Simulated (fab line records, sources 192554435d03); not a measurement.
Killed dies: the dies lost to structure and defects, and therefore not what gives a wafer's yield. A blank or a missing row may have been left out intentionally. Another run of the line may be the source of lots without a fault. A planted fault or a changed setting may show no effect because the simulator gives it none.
fab line records -- flow n5_finfet
[record] lots = 6, wafers = 18, last_day = 18
route steps=1938 shown BEOL_M1@771
lots with no fault: from the same line, run without faults
start_h: start of the lot's first displayed wafer, in hours after the record's first day -- wait_h: hours since the lot's step before -- " same as the row above -- L1.1+2: a single row standing in for several wafers -- - no value present, or no start provided -- * or withheld: withheld -- < > ~ a bound
route shown NAME@n: NAME is a module with steps in the file, n the number in the route of the first one -- usual: mean/standard deviation of fault-free wafers -- same: alike in all rows -- chamber/n: place in a boat -- sites: per-site readings -- _std_site: standard deviation of those values -- _edge_site: mean of outer sites minus mean of inner sites -- radius_mm: for every site, how far away it sits from the centre of the wafer -- mask NAME#n: copy n -- behind: the tool/chamber that last shaped the wafer -- hold: why the lot went on hold/how many hours it stayed there/how the hold came to an end -- device: transistor that didn't switch, given as n, p or np -- end of line: the same wafers' tests at the end of the route -- a step with no rows: only its recipe -- killed: the dies lost at the first sort to structure and to defects; this is not the yield of the wafer -- map: a wafer's dies, marking killed ones x, the rest . and places with no die _
set.NAME: the setting that was run; set.NAME@STEP: the one run at that earlier step -- model.NAME: the simulator's own value behind a step, which no gauge read
certain route steps with their lots: each step a table, each wafer a row
services: the hour from which a tool's chamber was out of use, counted from the record's first day as start_h (under 0 if before that day), plus the number of hours and why
[[steps]]
[step N5_BEOL_M1_STRIP_65]
[recipe] chemistry = N2/H2, temp_c = 40, n2_flow_sccm = 200, h2_flow_sccm = 200, rf_frequency_hz = 6e+07
[step N5_BEOL_M1_STRIP_75]
[recipe] chemistry = N2/H2, temp_c = 40, n2_flow_sccm = 200, h2_flow_sccm = 200, rf_frequency_hz = 6e+07
[step N5_BEOL_M1_STRIP_66]
[recipe] chemistry = CF4, resist = SiARC, power_w = 300, bias_power_w = 75, pressure_mtorr = 50, cf4_flow_sccm = 150, rf_frequency_hz = 6e+07
[usual] drypump_motor_current_A = 5.4/0.43, oes_product_au = 0.80/0.084, rf_vpp_V = 271.0/1.4, showerhead_plenum_p_Torr = 1.78/0.045, throttle_valve_pct = 13.59/0.27
lot.wafer,tool,chamber,start_h,wait_h,drypump_motor_current_A,oes_product_au,rf_hours_counter_h,rf_vpp_V,showerhead_plenum_p_Torr,throttle_valve_pct
L431.2,rie_diel-05,0,153.51,0.0,5.1,0.77,116,268.5,1.73,13.72
L431.4,rie_diel-05,2,153.51,0.0,5.8,0.84,55,271.6,1.80,13.35
L431.5,rie_diel-05,3,153.51,0.0,5.7,0.69,-,274.1,1.84,13.72
L437.2,rie_diel-04,1,199.72,0.0,5.4,0.71,192,271.2,1.77,13.91
L437.3,rie_diel-04,3,199.72,0.0,4.8,0.95,7,271.5,1.77,13.13
L437.6,rie_diel-04,1,199.72,0.0,5.4,0.71,-,271.2,1.77,13.89
L442.2,rie_diel-05,0,228.85,0.0,5.2,0.76,135,268.5,1.73,13.75
L442.3,rie_diel-05,1,228.85,0.0,5.7,0.79,106,270.5,1.80,13.57
L442.4,rie_diel-05,2,228.85,0.0,5.8,0.82,74,271.2,1.80,13.40
L443.2,rie_diel-05,3,232.78,0.0,5.7,0.68,231,274.0,1.83,13.75
L443.5,rie_diel-05,1,232.78,0.0,5.8,0.79,-,270.8,1.80,13.57
L443.6,rie_diel-05,0,232.78,0.0,5.1,0.76,-,268.9,1.73,13.73
L447.2,rie_diel-06,2,253.63,0.0,5.6,0.75,147,269.2,1.75,13.94
L447.3,rie_diel-06,1,253.63,0.0,6.3,0.83,50,275.2,1.90,13.49
L447.4,rie_diel-06,0,253.63,0.0,5.0,0.68,247,270.1,1.76,14.01
L448.1,rie_diel-04,0,261.60,0.0,5.6,0.85,41,271.1,1.76,13.67
L448.2,rie_diel-04,2,261.60,0.0,5.2,0.85,59,271.1,1.79,13.39
L448.3,rie_diel-04,1,261.60,0.0,5.3,0.70,211,270.0,1.77,13.95
[step N5_BEOL_M1_HM_OPEN_17]
[recipe] chemistry = Cl2/BCl3, target_depth_a = 200, overetch_a = 60, target = TiN, mask_material = SOC, ion_energy_ev = 150, pressure_mtorr = 10, icp_w = 1000, bias_w = 126, Cl2_flow_sccm = 53.25, bcl3_flow_sccm = 21.75, Ar_flow_sccm = 25
[usual] drypump_motor_current_A = 5.83/0.26, he_backside_leak_sccm = 3.34/0.24, oes_product_au = 0.66/0.12, throttle_valve_pct = 22.08/0.17
lot.wafer,tool,chamber,start_h,wait_h,drypump_motor_current_A,he_backside_leak_sccm,oes_product_au,rf_hours_counter_h,throttle_valve_pct
L431.2,rie_metal-01,1,153.56,0.0,5.74,3.04,0.75,12,22.08
L431.4,rie_metal-01,0,153.56,0.0,6.06,3.36,0.53,-,21.75
L431.5,rie_metal-01,0,153.56,0.0,6.04,3.22,0.53,-,21.78
L437.2,rie_metal-01,0,199.77,0.0,6.06,3.14,0.52,127,21.80
L437.3,rie_metal-01,0,199.77,0.0,6.06,3.05,0.52,-,21.79
L437.6,rie_metal-01,1,199.77,0.0,5.73,3.16,0.73,-,22.09
L442.2,rie_metal-02,1,228.89,0.0,6.26,3.66,0.77,10,22.00
L442.3,rie_metal-02,0,228.89,0.0,5.19,3.09,0.77,-,21.90
L442.4,rie_metal-02,1,228.89,0.0,6.27,3.64,0.77,-,22.00
L443.2,rie_metal-03,1,232.82,0.0,5.75,3.16,0.80,3,22.08
L443.5,rie_metal-03,1,232.82,0.0,5.79,3.27,0.82,-,22.07
L443.6,rie_metal-03,0,232.82,0.0,5.59,3.76,0.56,-,22.31
L447.2,rie_metal-03,0,253.67,0.0,5.58,3.58,0.56,91,22.31
L447.3,rie_metal-03,0,253.67,0.0,5.59,3.64,0.57,-,22.27
L447.4,rie_metal-03,1,253.67,0.0,5.75,3.06,0.80,-,22.05
L448.1,rie_metal-02,1,261.64,0.0,6.29,3.43,0.74,15,22.02
L448.2,rie_metal-02,1,261.64,0.0,6.28,3.58,0.75,-,22.03
L448.3,rie_metal-02,1,261.64,0.0,6.27,3.58,0.75,-,22.01
[step N5_BEOL_M1_STRIP_19]
[recipe] chemistry = O2, power_w = 400, temp_c = 40, pressure_mtorr = 30, rf_frequency_hz = 6e+07, bias_power_w = 0, overash_fraction = 0.2, o2_flow_sccm = 225
[usual] drypump_motor_current_A = 5.4/0.46, oes_product_au = 0.81/0.096, rf_vpp_V = 3.6/0.46, showerhead_plenum_p_Torr = 2.09/0.062, temp_c = 39.99/0.1, throttle_valve_pct = 16.7/0.32
lot.wafer,tool,chamber,start_h,wait_h,drypump_motor_current_A,oes_product_au,rf_hours_counter_h,rf_vpp_V,showerhead_plenum_p_Torr,temp_c,throttle_valve_pct
L431.2,rie_diel-05,1,153.68,0.1,5.8,0.82,86,3.9,2.12,40.03,16.7
L431.4,rie_diel-05,0,153.68,0.1,5.1,0.78,117,3.5,2.03,40.04,16.9
L431.5,rie_diel-05,2,153.68,0.1,5.9,0.86,-,4.2,2.12,40.04,16.5
L437.2,rie_diel-06,1,199.95,0.2,6.2,0.89,31,2.8,2.21,39.96,16.4
L437.3,rie_diel-06,3,199.95,0.2,4.8,0.88,40,3.6,2.01,39.99,16.2
L437.6,rie_diel-06,3,199.95,0.2,4.8,0.87,-,3.2,2.02,40.00,16.2
L442.2,rie_diel-06,0,229.08,0.2,5.0,0.69,238,3.8,2.11,39.82,17.3
L442.3,rie_diel-06,3,229.08,0.2,4.8,0.86,49,3.4,2.01,40.17,16.2
L442.4,rie_diel-06,2,229.08,0.2,5.6,0.78,139,4.1,2.00,39.98,16.9
L443.2,rie_diel-04,0,232.98,0.1,5.6,0.90,32,3.8,2.05,40.09,16.8
L443.5,rie_diel-04,1,232.98,0.1,5.4,0.70,-,3.0,2.08,39.89,17.1
L443.6,rie_diel-04,0,232.98,0.1,5.6,0.90,-,3.1,2.05,39.97,16.8
L447.2,rie_diel-04,0,253.78,0.1,5.6,0.90,38,3.8,2.05,39.97,16.8
L447.3,rie_diel-04,3,253.78,0.1,4.8,0.94,22,3.6,2.06,40.13,16.3
L447.4,rie_diel-04,2,253.78,0.1,5.2,0.85,56,4.0,2.14,40.11,16.7
L448.1,rie_diel-05,1,261.84,0.2,5.8,0.80,116,3.4,2.11,40.04,16.8
L448.2,rie_diel-05,3,261.84,0.2,5.7,0.66,241,3.0,2.13,39.99,16.7
L448.3,rie_diel-05,2,261.84,0.2,5.8,0.82,85,3.5,2.11,39.79,16.6
[step N5_BEOL_M1_CD_MEAS_18]
[recipe] pitch_nm = 36, target_cd_nm = 18
[usual] cd_nm = 17.8/0.33
lot.wafer,tool,chamber,start_h,wait_h,cd_nm
L431.2,cd_sem-03,-,153.75,0.1,17.9
L431.4,cd_sem-03,-,153.75,0.1,17.3
L431.5,cd_sem-03,-,153.75,0.1,17.9
L437.2,cd_sem-03,-,200.02,0.1,17.3
L437.3,cd_sem-03,-,200.02,0.1,17.8
L437.6,cd_sem-03,-,200.02,0.1,17.6
L442.2,cd_sem-01,-,229.15,0.1,18.2
L442.3,cd_sem-01,-,229.15,0.1,18.2
L442.4,cd_sem-01,-,229.15,0.1,17.4
L443.2,cd_sem-02,-,233.05,0.1,18.2
L443.5,cd_sem-02,-,233.05,0.1,18.4
L443.6,cd_sem-02,-,233.05,0.1,18.1
L447.2,cd_sem-01,-,253.86,0.1,17.4
L447.3,cd_sem-01,-,253.86,0.1,17.9
L447.4,cd_sem-01,-,253.86,0.1,17.5
L448.1,cd_sem-02,-,261.91,0.0,18.0
L448.2,cd_sem-02,-,261.91,0.0,17.3
L448.3,cd_sem-02,-,261.91,0.0,17.0
[step N5_BEOL_M1_COAT_67]
[recipe] resist = SOC, temp_c = 250, time_s = 60, spin_rpm = 1500, resist_thk_nm = 60
[step N5_BEOL_M1_COAT_68]
[recipe] resist = SiARC, temp_c = 220, time_s = 60, spin_rpm = 1500, resist_thk_nm = 12
[step N5_BEOL_M1_COAT_76]
[recipe] resist = underlayer, temp_c = 205, time_s = 60, spin_rpm = 1500, resist_thk_nm = 5
[step N5_BEOL_M1_COAT_22]
[recipe] resist = CAR-EUV, spin_rpm = 1500, resist_thk_nm = 30
[step N5_BEOL_M1_EBR_24]
[recipe] solvent = PGMEA, ebr_width_mm = 1.5
[step N5_BEOL_M1_SOFTBAKE_23]
[recipe] temp_c = 110, time_s = 60, resist = CAR-EUV
[step N5_BEOL_M1_EXPOSE_25]
[recipe] mask_id = V0, na = 0.33, source_shape = quasar, sigma_inner = 0.2, sigma_outer = 0.8, polarization = unpolarized, defocus_nm = 5, target_cd_nm = 24, dose_mj = 63
[usual] dipole_opening_deg = 30/0, exposure_dose_mJ_cm2 = 63.00/0.064, stage_msd_nm = 0.820/0.017
lot.wafer,tool,chamber,start_h,wait_h,mask,dipole_opening_deg,exposure_dose_mJ_cm2,stage_msd_nm
L431.2,euv_scanner-02,0,154.11,-,V0#0,30,62.98,0.799
L431.4,euv_scanner-02,0,154.11,-,V0#0,30,62.97,0.806
L431.5,euv_scanner-02,0,154.11,-,V0#0,30,62.97,0.800
L437.2,euv_scanner-02,0,200.32,-,V0#0,30,63.14,0.807
L437.3,euv_scanner-02,0,200.32,-,V0#0,30,63.03,0.807
L437.6,euv_scanner-02,0,200.32,-,V0#0,30,62.99,0.809
L442.2,euv_scanner-02,-,229.46,-,V0#0,-,-,-
L442.3,euv_scanner-02,-,229.46,-,V0#0,-,-,-
L442.4,euv_scanner-02,-,229.46,-,V0#0,-,-,-
L443.2,euv_scanner-02,-,233.23,-,V0#0,-,-,-
L443.5,euv_scanner-02,-,233.23,-,V0#0,-,-,-
L443.6,euv_scanner-02,-,233.23,-,V0#0,-,-,-
L447.2,euv_scanner-02,0,254.04,-,V0#0,30,62.93,0.817
L447.3,euv_scanner-02,0,254.04,-,V0#0,30,63.00,0.815
L447.4,euv_scanner-02,0,254.04,-,V0#0,30,63.04,0.820
L448.1,euv_scanner-01,0,262.21,-,V0#0,30,62.95,0.842
L448.2,euv_scanner-01,0,262.21,-,V0#0,30,63.03,0.841
L448.3,euv_scanner-01,0,262.21,-,V0#0,30,63.10,0.840
[step N5_BEOL_M1_PEB_26]
[recipe] peb_temp_c = 100, peb_time_s = 60, resist = CAR-EUV
[[services]]
tool,chamber,start_h,hours,kind
rie_diel-04,2,140.35,6.3,repair
euv_scanner-01,-,140.85,1.0,pm
rie_metal-01,-,142.72,0.2,repair
rie_diel-04,3,142.94,15.3,repair
euv_scanner-02,-,143.88,0.5,repair
euv_scanner-01,-,150.98,1.4,repair
rie_diel-06,3,153.13,9.8,repair
rie_diel-06,2,156.30,7.3,repair
rie_diel-05,3,159.35,16.8,repair
rie_diel-05,0,165.72,3.0,repair
euv_scanner-02,-,168.65,1.0,pm
rie_metal-03,-,173.95,1.4,pm
euv_scanner-01,-,174.22,1.9,repair
euv_scanner-02,-,183.38,4.6,pm
euv_scanner-01,-,197.00,1.0,pm
rie_diel-05,-,199.23,2.8,pm
rie_metal-02,0,207.50,13.4,repair
euv_scanner-02,-,224.80,1.0,pm
euv_scanner-01,-,230.77,4.6,pm
euv_scanner-02,0,235.88,-,calibration
euv_scanner-02,-,241.45,0.2,repair
rie_metal-03,-,243.62,1.0,repair
euv_scanner-01,-,251.16,1.1,repair
euv_scanner-01,-,253.15,1.0,pm
[[key]]
[first_sign] step = N5_BEOL_M1_EXPOSE_25, reading = tool_record, direction = missing
effect none on later readings
met_at N5_BEOL_M1_EXPOSE_25
struck_wafers L442.2,L442.3,L442.4,L443.2,L443.5,L443.6
later_rows_left_out L442.2,L442.3,L442.4,L443.2,L443.5,L443.6
sort_left_out L442.2,L442.3,L442.4,L443.2,L443.5,L443.6
onset_between 200.32 229.46
[fault] kind = skipped_step_whole, tool = euv_scanner-02, chamber = -, onset_h = 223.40, steps = N5_BEOL_M1_EXPOSE_25, scope = struck_lots_only
// sort_left_out: the simulated sort isn't trusted on such a fault, so these wafers' sort isn't shown, and their yield isn't known
// later_rows_left_out: the simulator's readings of these wafers behind a module that went badly wrong aren't trusted and aren't shown, but for the sort
